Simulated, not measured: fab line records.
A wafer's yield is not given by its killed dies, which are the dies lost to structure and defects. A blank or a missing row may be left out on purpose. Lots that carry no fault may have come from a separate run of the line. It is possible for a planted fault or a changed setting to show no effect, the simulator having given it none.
The tool behind it: which one? || flow n5Finfet || 29 wafers from 11 lots sampled at 5 of the route's 1938 steps

WHAT EACH GAUGE READ, for each wafer
N5_BEOL_M4_RC_MEAS_101.
{"lot": "L266", "measured": "day 7 18:09", "on": "prober-01", "DIBL_N (mV/V)": "35.5 33.2"}
{"lot": "L268", "measured": "day 8 23:31", "on": "prober-01", "DIBL_N (mV/V)": "35.7 37.6"}
{"lot": "L270", "measured": "day 9 03:50", "on": "prober-01", "DIBL_N (mV/V)": "37.2 39.2 38.7"}
{"lot": "L272", "measured": "day 9 06:28", "on": "prober-01", "DIBL_N (mV/V)": "34.8 34.5 38.4"}
{"lot": "L273", "measured": "day 9 07:47", "on": "prober-02", "DIBL_N (mV/V)": "32.3 34.5 37.8"}
{"lot": "L274", "measured": "day 10 17:14", "on": "prober-02", "DIBL_N (mV/V)": "38.9 35.9 36.7"}
{"lot": "L276", "measured": "day 10 22:55", "on": "prober-02", "DIBL_N (mV/V)": "34.5 36.6 36.0"}
{"lot": "L277", "measured": "day 11 15:52", "on": "prober-01", "DIBL_N (mV/V)": "34.2 35.7 39.3"}
{"lot": "L278", "measured": "day 11 16:26", "on": "prober-02", "DIBL_N (mV/V)": "38.8 33.9 38.7"}
{"lot": "L285", "measured": "day 13 20:16", "on": "prober-02", "DIBL_N (mV/V)": "34.5 34.3"}
{"lot": "L289", "measured": "day 14 01:16", "on": "prober-02", "DIBL_N (mV/V)": "34.2 36.9"}

WHICH TOOL RAN EACH LOT (tool, then ch and the chambers of the sampled wafers, then the start)
{"lot": "L266", "N5_HKMG_FIN_ETCHBACK_68": "rieMetal-01 ch 0, day 4 06:15", "N5_HKMG_FIN_STRIP_69": "plasmaAsher-01 ch 0,1, day 4 06:28", "N5_HKMG_FIN_ALD_72": "cvdW-02 ch 0, day 4 07:07", "N5_GATE_CUT_ETCH_56": "rieMetal-01 ch 0, day 4 08:10"}
{"lot": "L268", "N5_HKMG_FIN_ETCHBACK_68": "rieMetal-03 ch 0,1, day 4 19:51", "N5_HKMG_FIN_STRIP_69": "plasmaAsher-01 ch 1, day 4 19:59", "N5_HKMG_FIN_ALD_72": "cvdW-01 ch 0, day 4 20:44", "N5_GATE_CUT_ETCH_56": "rieMetal-03 ch 0,1, day 4 21:49"}
{"lot": "L270", "N5_HKMG_FIN_ETCHBACK_68": "rieMetal-03 ch 0,1, day 5 04:56", "N5_HKMG_FIN_STRIP_69": "plasmaAsher-01 ch 0,1, day 5 05:04", "N5_HKMG_FIN_ALD_72": "cvdW-02 ch 0,1, day 5 05:49", "N5_GATE_CUT_ETCH_56": "rieMetal-02 ch 0,1, day 5 06:51"}
{"lot": "L272", "N5_HKMG_FIN_ETCHBACK_68": "rieMetal-03 ch 0,1, day 5 18:52", "N5_HKMG_FIN_STRIP_69": "plasmaAsher-01 ch 0,1, day 5 19:00", "N5_HKMG_FIN_ALD_72": "cvdW-01 ch 0,1, day 5 19:45", "N5_GATE_CUT_ETCH_56": "rieMetal-01 ch 0, day 5 20:54"}
{"lot": "L273", "N5_HKMG_FIN_ETCHBACK_68": "rieMetal-02 ch 0,1, day 6 00:38", "N5_HKMG_FIN_STRIP_69": "plasmaAsher-02 ch 0,1, day 6 00:46", "N5_HKMG_FIN_ALD_72": "cvdW-01 ch 0,1, day 6 01:31", "N5_GATE_CUT_ETCH_56": "rieMetal-01 ch 0, day 6 02:50"}
{"lot": "L274", "N5_HKMG_FIN_ETCHBACK_68": "rieMetal-03 ch 0,1, day 6 09:37", "N5_HKMG_FIN_STRIP_69": "plasmaAsher-02 ch 0,1, day 6 09:50", "N5_HKMG_FIN_ALD_72": "cvdW-02 ch 0,1, day 6 10:29", "N5_GATE_CUT_ETCH_56": "rieMetal-03 ch 0,1, day 6 11:31"}
{"lot": "L276", "N5_HKMG_FIN_ETCHBACK_68": "rieMetal-03 ch 0, day 6 19:01", "N5_HKMG_FIN_STRIP_69": "plasmaAsher-02 ch 0,1, day 6 19:10", "N5_HKMG_FIN_ALD_72": "cvdW-01 ch 0,1, day 6 19:55", "N5_GATE_CUT_ETCH_56": "rieMetal-03 ch 0,1, day 6 20:56"}
{"lot": "L277", "N5_HKMG_FIN_ETCHBACK_68": "rieMetal-01 ch 0,1, day 6 21:41", "N5_HKMG_FIN_STRIP_69": "plasmaAsher-02 ch 0,1, day 6 21:49", "N5_HKMG_FIN_ALD_72": "cvdW-01 ch 0,1, day 6 22:34", "N5_GATE_CUT_ETCH_56": "rieMetal-01 ch 0,1, day 6 23:36"}
{"lot": "L278", "N5_HKMG_FIN_ETCHBACK_68": "rieMetal-01 ch 0,1, day 7 07:19", "N5_HKMG_FIN_STRIP_69": "plasmaAsher-02 ch 0,1, day 7 07:29", "N5_HKMG_FIN_ALD_72": "cvdW-02 ch 0,1, day 7 08:13", "N5_GATE_CUT_ETCH_56": "rieMetal-01 ch 0,1, day 7 09:16"}
{"lot": "L285", "N5_HKMG_FIN_ETCHBACK_68": "rieMetal-01 ch 0, day 9 02:40", "N5_HKMG_FIN_STRIP_69": "plasmaAsher-02 ch 0, day 9 02:52", "N5_HKMG_FIN_ALD_72": "cvdW-02 ch 0, day 9 03:36", "N5_GATE_CUT_ETCH_56": "rieMetal-03 ch 1, day 9 04:49"}
{"lot": "L289", "N5_HKMG_FIN_ETCHBACK_68": "rieMetal-02 ch 0, day 10 01:56", "N5_HKMG_FIN_STRIP_69": "plasmaAsher-01 ch 1, day 10 02:05", "N5_HKMG_FIN_ALD_72": "cvdW-01 ch 1, day 10 02:49", "N5_GATE_CUT_ETCH_56": "rieMetal-03 ch 0,1, day 10 03:52"}
- N5_HKMG_FIN_ETCHBACK_68: etches the open film in Cl2/Ar, stops on HfO2, target depth 0.5 nm.
- N5_HKMG_FIN_STRIP_69: strips in N2/H2, time 360 s.
- N5_HKMG_FIN_ALD_72: deposits W, target thk 2 nm, pulse time 1 s, purge time 2 s.
- N5_GATE_CUT_ETCH_56: etches TiN in Cl2/Ar, target depth 21.6 nm.

THE ANSWER, worked out from the rows above alone
Rule: what is usual is taken from the lots themselves. Put in order of their means at a reading, lots are off if they are a third of the lots or fewer, leave a main group of 4 or more, and stand apart from it by a gap of 3 or more times the standard deviation of the main group's means; of several such gaps the widest counts. The tables above print the reading to a certain number of digits; a main group whose means all agree to those digits is not used. A lot without any number at a reading at which 4 lots or more have one is off too. All remaining lots with rows at the step are treated as sound.
Nothing can be told from this: no lot is off at any reading shown.

WHAT THE SIMULATOR HAD PUT IN
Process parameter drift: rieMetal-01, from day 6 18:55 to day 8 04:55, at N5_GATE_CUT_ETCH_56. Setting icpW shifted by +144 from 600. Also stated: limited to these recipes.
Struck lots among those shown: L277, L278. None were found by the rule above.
